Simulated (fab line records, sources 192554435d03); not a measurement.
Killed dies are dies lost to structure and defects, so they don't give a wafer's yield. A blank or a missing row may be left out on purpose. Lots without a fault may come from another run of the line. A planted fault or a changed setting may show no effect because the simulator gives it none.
Split-lot experiment | flow n5_finfet | 7 lots, 39 wafers read, on a route of 1938 steps

THE SPLIT
At N5_PASSIVATION_AL_DEP_21 (deposits Al, target thk 2800 nm, time 170 s), the setting time_s was moved away from the recipe's 170 s on 18 of the 39 wafers read, by -50.1% to +53.4%. The other wafers ran this setting at the recipe's value.

The reading is taken at the split's own step.

THE READING
Al_of_PASSIVATION_AL_DEP_21.thk_nm (the simulator's own value, which no gauge read), in nm, at N5_PASSIVATION_AL_DEP_21 (deposits Al, target thk 2800 nm, time 170 s). The file gives no usual value for it. The 21 wafers here that ran the recipe average 2806 nm, standard deviation 20 nm.

wafer  | tool, chamber at the split | time_s as run, s | against the recipe | Al_of_PASSIVATION_AL_DEP_21.thk_nm, nm | against lot-mates on the recipe
L074.1 | pvd_sputter-01, -          | 170              | recipe             | 2825                                   | -
L074.4 | pvd_sputter-01, -          | 170              | recipe             | 2838                                   | -
L074.5 | pvd_sputter-01, -          | 170              | recipe             | 2831                                   | -
L075.1 | pvd_sputter-02, -          | 170              | recipe             | 2816                                   | -
L075.2 | pvd_sputter-02, -          | 170              | recipe             | 2814                                   | -
L075.3 | pvd_sputter-02, -          | 225.8            | +32.8%             | 3737                                   | +927
L075.4 | pvd_sputter-02, -          | 225.8            | +32.8%             | 3713                                   | +903
L075.5 | pvd_sputter-02, -          | 225.8            | +32.8%             | 3741                                   | +931
L075.6 | pvd_sputter-02, -          | 170              | recipe             | 2801                                   | -
L079.1 | pvd_sputter-01, -          | 260.8            | +53.4%             | 4264                                   | +1495
L079.2 | pvd_sputter-01, -          | 170              | recipe             | 2760                                   | -
L079.3 | pvd_sputter-01, -          | 170              | recipe             | 2769                                   | -
L079.4 | pvd_sputter-01, -          | 260.8            | +53.4%             | 4257                                   | +1488
L079.5 | pvd_sputter-01, -          | 170              | recipe             | 2777                                   | -
L079.6 | pvd_sputter-01, -          | 260.8            | +53.4%             | 4246                                   | +1477
L080.1 | pvd_sputter-03, -          | 222.8            | +31.1%             | 3651                                   | +839
L080.2 | pvd_sputter-03, -          | 222.8            | +31.1%             | 3698                                   | +886
L080.3 | pvd_sputter-03, -          | 170              | recipe             | 2804                                   | -
L080.4 | pvd_sputter-03, -          | 222.8            | +31.1%             | 3688                                   | +876
L080.5 | pvd_sputter-03, -          | 170              | recipe             | 2817                                   | -
L080.6 | pvd_sputter-03, -          | 170              | recipe             | 2815                                   | -
L083.1 | pvd_sputter-03, -          | 84.78            | -50.1%             | 1380                                   | -1428
L083.2 | pvd_sputter-03, -          | 170              | recipe             | 2818                                   | -
L083.3 | pvd_sputter-03, -          | 170              | recipe             | 2817                                   | -
L083.4 | pvd_sputter-03, -          | 84.78            | -50.1%             | 1403                                   | -1405
L083.5 | pvd_sputter-03, -          | 170              | recipe             | 2790                                   | -
L083.6 | pvd_sputter-03, -          | 84.78            | -50.1%             | 1390                                   | -1418
L086.1 | pvd_sputter-01, -          | 170              | recipe             | 2789                                   | -
L086.2 | pvd_sputter-01, -          | 170              | recipe             | 2812                                   | -
L086.3 | pvd_sputter-01, -          | 112              | -34.1%             | 1840                                   | -966
L086.4 | pvd_sputter-01, -          | 112              | -34.1%             | 1834                                   | -972
L086.5 | pvd_sputter-01, -          | 112              | -34.1%             | 1823                                   | -983
L086.6 | pvd_sputter-01, -          | 170              | recipe             | 2818                                   | -
L089.1 | pvd_sputter-02, -          | 170              | recipe             | 2786                                   | -
L089.2 | pvd_sputter-02, -          | 170              | recipe             | 2805                                   | -
L089.3 | pvd_sputter-02, -          | 170              | recipe             | 2815                                   | -
L089.4 | pvd_sputter-02, -          | 222.2            | +30.7%             | 3634                                   | +832
L089.5 | pvd_sputter-02, -          | 222.2            | +30.7%             | 3667                                   | +865
L089.6 | pvd_sputter-02, -          | 222.2            | +30.7%             | 3647                                   | +845

THE FIT
A straight line over all 39 wafers: Al_of_PASSIVATION_AL_DEP_21.thk_nm changes by +27.9 nm for each +1% of time_s; r = +1.00; the points scatter about the line by 22 nm.
The same after taking each lot's own level away (the mean of its wafers on the recipe; 39 wafers): +28.1 nm for each +1%; r = +1.00; scatter 13 nm.
On that fit, the largest move of time_s shifts the reading by 1.5e+03 nm.
The lots' own levels span 2768.7 to 2831.3 nm, that is 3.2 times the standard deviation above.
So the lot-to-lot level changes the slope little: the two slopes agree.
Check: with one of the wafers moved furthest among these (+53.4%) left out of the fit, the line predicts +1.49e+03 nm for it against its lot-mates. It came out at +1.5e+03 nm against them.

THE FILE'S OWN FIT
Al_of_PASSIVATION_AL_DEP_21.thk_nm changes by +28 nm for each +1% of time_s, r = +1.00.
